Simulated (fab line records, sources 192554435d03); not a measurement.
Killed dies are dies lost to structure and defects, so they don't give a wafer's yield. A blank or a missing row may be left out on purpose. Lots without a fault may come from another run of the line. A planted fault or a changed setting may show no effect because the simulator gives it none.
Split-lot experiment | flow n5_finfet | 7 lots, 39 wafers read, on a route of 1938 steps

THE SPLIT
At N5_BEOL_M7_ILD_DEP_00 (deposits SiCOH lowk from DEMS/porogen, target thk 179.75 nm, time 33.4 s), the setting target_thk_a was moved away from the recipe's 1797.5 angstrom on 18 of the 39 wafers read, by -50.6% to +56.8%. The other wafers ran this setting at the recipe's value.

FROM THE SPLIT TO THE READING: what the file shows between them, 1 step
- N5_BEOL_M7_CURE_74: cures SiCOH lowk, time 240 s

THE READING
M7_ILD_THK, in nm, at N5_BEOL_M7_THK_MEAS_01. Fault-free wafers of this fab line usually give 154.3 nm, standard deviation 2 nm.

wafer  | tool, chamber at the split | target_thk_a as run, angstrom | against the recipe | M7_ILD_THK, nm | against lot-mates on the recipe
L078.1 | pecvd-03, 0                | 2389                          | +32.9%             | 204.8          | +48.7
L078.2 | pecvd-03, 1                | 2389                          | +32.9%             | 204.2          | +48.1
L078.3 | pecvd-03, 2                | 1797.5                        | recipe             | 154.6          | -
L078.4 | pecvd-03, 0                | 1797.5                        | recipe             | 157.3          | -
L078.5 | pecvd-03, 2                | 1797.5                        | recipe             | 156.3          | -
L078.6 | pecvd-03, 1                | 2389                          | +32.9%             | 205.9          | +49.8
L081.1 | pecvd-03, 0                | 2207                          | +22.8%             | 190.8          | +35.7
L081.2 | pecvd-03, 2                | 2207                          | +22.8%             | 189.6          | +34.5
L081.3 | pecvd-03, 1                | 1797.5                        | recipe             | 153.8          | -
L081.4 | pecvd-03, 2                | 1797.5                        | recipe             | 155.1          | -
L081.5 | pecvd-03, 0                | 2207                          | +22.8%             | 193.3          | +38.2
L081.6 | pecvd-03, 1                | 1797.5                        | recipe             | 156.4          | -
L082.1 | pecvd-03, 1                | 1797.5                        | recipe             | 151.5          | -
L082.2 | pecvd-03, 0,2              | 2819                          | +56.8%             | 241.5          | +89.2
L082.3 | pecvd-03, 0,2              | 2819                          | +56.8%             | 241.4          | +89.1
L082.4 | pecvd-03, 0                | 2819                          | +56.8%             | 244.0          | +91.7
L082.5 | pecvd-03, 1                | 1797.5                        | recipe             | 153.0          | -
L082.6 | pecvd-03, 2                | 1797.5                        | recipe             | 152.4          | -
L084.1 | pecvd-04, 1                | 1797.5                        | recipe             | 151.6          | -
L084.2 | pecvd-04, 0                | 1797.5                        | recipe             | 153.5          | -
L084.3 | pecvd-04, 2                | 927                           | -48.4%             | 78.5           | -75.3
L084.4 | pecvd-04, 2                | 927                           | -48.4%             | 80.6           | -73.2
L084.5 | pecvd-04, 0                | 1797.5                        | recipe             | 156.3          | -
L084.6 | pecvd-04, 1                | 927                           | -48.4%             | 79.0           | -74.8
L093.1 | pecvd-04, 0                | 1296                          | -27.9%             | 109.9          | -43.9
L093.2 | pecvd-04, 2                | 1797.5                        | recipe             | 153.0          | -
L093.3 | pecvd-04, 1                | 1797.5                        | recipe             | 151.0          | -
L093.4 | pecvd-04, 0                | 1296                          | -27.9%             | 112.0          | -41.8
L093.5 | pecvd-04, 2                | 1797.5                        | recipe             | 157.5          | -
L093.6 | pecvd-04, 1                | 1296                          | -27.9%             | 111.6          | -42.2
L096.1 | pecvd-03, 0                | 1797.5                        | recipe             | 150.2          | -
L096.4 | pecvd-03, 1                | 1797.5                        | recipe             | 153.5          | -
L096.6 | pecvd-03, 0                | 1797.5                        | recipe             | 154.4          | -
L095.1 | pecvd-02, 2                | 1797.5                        | recipe             | 148.6          | -
L095.2 | pecvd-02, 0                | 888                           | -50.6%             | 72.2           | -79.2
L095.3 | pecvd-02, 1                | 888                           | -50.6%             | 72.7           | -78.7
L095.4 | pecvd-02, 0                | 1797.5                        | recipe             | 152.8          | -
L095.5 | pecvd-02, 1                | 1797.5                        | recipe             | 152.8          | -
L095.6 | pecvd-02, 2                | 888                           | -50.6%             | 74.3           | -77.1
Where a row lists several chambers, the file gives one row for several wafers and doesn't say which wafer went through which chamber.

THE FIT
A straight line over all 39 wafers: M7_ILD_THK changes by +1.56 nm for each +1% of target_thk_a; r = +1.00; the points scatter about the line by 2.1 nm.
The same after taking each lot's own level away (the mean of its wafers on the recipe; 39 wafers): +1.55 nm for each +1%; r = +1.00; scatter 1.7 nm.
On that fit, the largest move of target_thk_a shifts the reading by 88 nm.
The lots' own levels span 151.40 to 156.07 nm, that is 2.3 times the standard deviation above.
So the lot-to-lot level changes the slope little: the two slopes agree.
Check: with one of the wafers moved furthest among these (+56.8%) left out of the fit, the line predicts +88.1 nm for it against its lot-mates. It came out at +89.2 nm against them.

THE WHOLE CHAIN: every reading that the file lists as answering this split, in the file's order
step                   | what it does                                                             | reading                                                                                  | change (the file's fit)              | r (the file's)
N5_BEOL_M7_ILD_DEP_00  | deposits SiCOH lowk from DEMS/porogen, target thk 179.75 nm, time 33.4 s | SiCOH_lowk_of_BEOL_M7_ILD_DEP_00.thk_nm (the simulator's own value, which no gauge read) | +1.78 nm for each +1% of the setting | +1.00
N5_BEOL_M7_CURE_74     | cures SiCOH lowk, time 240 s                                             | SiCOH_lowk_of_BEOL_M7_ILD_DEP_00.thk_nm (the simulator's own value, which no gauge read) | +1.55 nm for each +1% of the setting | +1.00
N5_BEOL_M7_THK_MEAS_01 |                                                                          | M7_ILD_THK                                                                               | +1.55 for each +1% of the setting    | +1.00

THE FILE'S OWN FIT
M7_ILD_THK changes by +1.55 nm for each +1% of target_thk_a, r = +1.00.
